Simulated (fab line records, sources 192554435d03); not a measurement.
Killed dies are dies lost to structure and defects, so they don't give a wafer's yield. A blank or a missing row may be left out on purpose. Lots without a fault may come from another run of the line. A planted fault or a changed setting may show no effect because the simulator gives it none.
Which tool did it? | flow n5_finfet | 12 lots, 36 wafers sampled, at 6 steps of a route of 1938

WHAT THE GAUGES READ, wafer by wafer
N5_BEOL_M5_CD_MEAS_18: pitch 56 nm, target cd 28 nm.
lot  | measured     | on        | cd_nm (nm)
L075 | day 8 08:58  | cd_sem-01 | 28.5 28.0 28.0
L077 | day 8 23:51  | cd_sem-02 | 27.9 27.6 27.9
L080 | day 9 14:21  | cd_sem-01 | 28.1 28.6 28.0
L079 | day 10 01:20 | cd_sem-02 | 28.0 28.4 28.1
L082 | day 10 19:14 | cd_sem-01 | 28.3 28.1 27.9
L085 | day 11 05:07 | cd_sem-02 | 28.2 28.8 28.5
L087 | day 11 15:17 | cd_sem-02 | 27.8 27.4 27.4
L089 | day 11 23:57 | cd_sem-02 | 27.5 27.1 27.6
L091 | day 12 11:38 | cd_sem-01 | 27.8 27.3 27.6
L093 | day 13 07:14 | cd_sem-02 | 27.8 27.6 27.5
L095 | day 13 19:42 | cd_sem-02 | 28.1 28.8 28.0
L097 | day 14 12:20 | cd_sem-02 | 28.3 28.0 28.6

WHICH TOOL RAN EACH LOT (tool, then ch and the chambers of the sampled wafers, then the start)
lot  | N5_BEOL_M4_STRIP_97                           | N5_BEOL_M4_DEGAS_44          | N5_BEOL_M4_SPUTTER_92        | N5_BEOL_M4_SPUTTER_96        | N5_BEOL_M5_DESCUM_16
L075 | rie_diel-05 ch 0,2, day 8 00:25 or earlier    | pvd_sputter-02, day 8 00:25  | pvd_sputter-03, day 8 02:49  | pvd_sputter-03, day 8 03:16  | rie_diel-04 ch 0,2, day 8 08:32
L077 | rie_diel-02 ch 0,3, day 8 16:18 or earlier    | pvd_sputter-02, day 8 16:18  | pvd_sputter-03, day 8 19:04  | pvd_sputter-03, day 8 19:30  | rie_diel-04 ch 0,2,3, day 8 23:25
L080 | rie_diel-02 ch 0,1, day 9 04:43 or earlier    | pvd_sputter-02, day 9 04:43  | pvd_sputter-03, day 9 09:13  | pvd_sputter-03, day 9 09:40  | rie_diel-06 ch 0,1, day 9 13:55
L079 | rie_diel-05 ch 0,1,2, day 9 16:14 or earlier  | pvd_sputter-01, day 9 16:14  | pvd_sputter-01, day 9 18:26  | pvd_sputter-01, day 9 18:53  | rie_diel-04 ch 0,1, day 10 00:55
L082 | rie_diel-03 ch 1,2,3, day 10 09:15 or earlier | pvd_sputter-02, day 10 09:15 | pvd_sputter-01, day 10 11:10 | pvd_sputter-01, day 10 11:37 | rie_diel-04 ch 0,2,3, day 10 18:49
L085 | rie_diel-03 ch 1,3, day 10 18:18 or earlier   | pvd_sputter-03, day 10 18:18 | pvd_sputter-02, day 10 20:10 | pvd_sputter-02, day 10 20:36 | rie_diel-04 ch 0,1,3, day 11 04:41
L087 | rie_diel-03 ch 0,1,3, day 11 08:33 or earlier | pvd_sputter-01, day 11 08:33 | pvd_sputter-01, day 11 10:28 | pvd_sputter-01, day 11 10:55 | rie_diel-06 ch 0,1, day 11 14:42
L089 | rie_diel-03 ch 0,1,3, day 11 13:52 or earlier | pvd_sputter-02, day 11 13:52 | pvd_sputter-01, day 11 17:37 | pvd_sputter-01, day 11 18:03 | rie_diel-01 ch 0,1,2, day 11 23:17
L091 | rie_diel-02 ch 1,2,3, day 12 02:19 or earlier | pvd_sputter-02, day 12 02:19 | pvd_sputter-03, day 12 04:19 | pvd_sputter-03, day 12 04:46 | rie_diel-01 ch 0,1, day 12 11:11
L093 | rie_diel-05 ch 2,3, day 12 23:14 or earlier   | pvd_sputter-02, day 12 23:14 | pvd_sputter-01, day 13 01:08 | pvd_sputter-01, day 13 01:34 | rie_diel-01 ch 0,2, day 13 06:46
L095 | rie_diel-02 ch 0,1,2, day 13 09:34 or earlier | pvd_sputter-02, day 13 09:34 | pvd_sputter-03, day 13 13:43 | pvd_sputter-03, day 13 14:10 | rie_diel-04 ch 0,1,2, day 13 19:16
L097 | rie_diel-05 ch 1,2, day 14 05:22 or earlier   | pvd_sputter-03, day 14 05:22 | pvd_sputter-02, day 14 07:32 | pvd_sputter-02, day 14 07:59 | rie_diel-01 ch 1,2, day 14 11:55
- N5_BEOL_M4_STRIP_97: strips in N2/H2, time 10 s.
- N5_BEOL_M4_DEGAS_44: time 60 s.
- N5_BEOL_M4_SPUTTER_92: material Cu, target thk 4.5 nm, time 8.29 s.
- N5_BEOL_M4_SPUTTER_96: material Cu, target thk 4.5 nm, time 8.29 s.
- N5_BEOL_M5_DESCUM_16: chemistry O2, time 7 s.

THE ANSWER, worked out from the rows above alone
Rule: what is usual is taken from the lots themselves. Put in order of their means at a reading, lots are off if they are a third of the lots or fewer, leave a main group of 4 or more, and stand apart from it by a gap of 3 or more times the standard deviation of the main group's means; of several such gaps the widest counts. A main group whose means are all the same, to the digits that the tables above print for the reading, isn't used. A lot without any number at a reading at which 4 lots or more have one is off too. The other lots that the step has rows for count as sound.
No lot is off at any reading shown: from this, nothing can be told.

WHAT THE SIMULATOR HAD PUT IN
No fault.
